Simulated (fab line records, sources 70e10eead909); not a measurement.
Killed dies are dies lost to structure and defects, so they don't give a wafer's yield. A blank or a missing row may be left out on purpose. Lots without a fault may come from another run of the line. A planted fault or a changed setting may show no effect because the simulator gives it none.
Chamber matching | flow nand_harc | NHARC_A_CONTACT_DEP_58 on pecvd-02: 3 sister chambers
The step deposits SiON, target thk 90 nm. 16 wafers are shown with their chamber, then 8 later ones without.

WAFERS WITH THEIR CHAMBER
wafer  | chamber | heater_power_w (W) | rf_fwd_power_W (W)
L082.1 | 0       | 697                | 347.6
L082.4 | 1       | 959                | 346.3
L082.6 | 2       | 570                | 348.2
L085.1 | 2       | 536                | 348.7
L085.2 | 0       | 716                | 349.2
L085.3 | 1       | 978                | 348.6
L090.1 | 1       | 983                | 349.9
L090.3 | 2       | 551                | 351.2
L090.5 | 1       | 990                | 347.4
L091.3 | 2       | 517                | 348.3
L091.4 | 2       | 518                | 349.4
L091.6 | 0       | 724                | 347.7
L093.1 | 1       | 885                | 350.7
L093.2 | 2       | 519                | 348.7
L093.3 | 0       | 657                | 348.5
L094.1 | 2       | 607                | 347.5

SIGNATURES (means of the wafers above)
reading        | chamber 0 | chamber 1 | chamber 2 | scatter within a chamber
heater_power_w | 698.50    | 959.00    | 545.43    | 36
rf_fwd_power_W | 348.250   | 348.580   | 348.857   | 1.33
Rule: a wafer's distance from a chamber is the root of the sum, over the readings, of the square of ((its reading less the chamber's mean) divided by the reading's scatter). The wafer belongs to the nearest chamber; if the next one is less than 2 further off, it can't be placed. The scatter: the root of (the sum of the squares of (reading less its chamber's mean) over the shown wafers, divided by (wafers less chambers)).

WAFERS WITHOUT THEIR CHAMBER
wafer  | heater_power_w (W) | rf_fwd_power_W (W)
L094.2 | 664                | 348.9
L094.4 | 671                | 347.8
L095.2 | 570                | 350.1
L095.3 | 702                | 347.1
L095.6 | 996                | 348.7
L097.2 | 1015               | 346.6
L097.3 | 572                | 347.4
L097.6 | 558                | 346.3

WHICH CHAMBER EACH WENT THROUGH
wafer  | from the rows above | in truth
L094.2 | 0                   | 0
L094.4 | 0                   | 0
L095.2 | 2                   | 2
L095.3 | 0                   | 0
L095.6 | 1                   | 1
L097.2 | 1                   | 1
L097.3 | 2                   | 2
L097.6 | 2                   | 2
Placed correctly: 8 of 8. Can't be placed from these rows: 0. Placed wrongly: 0.
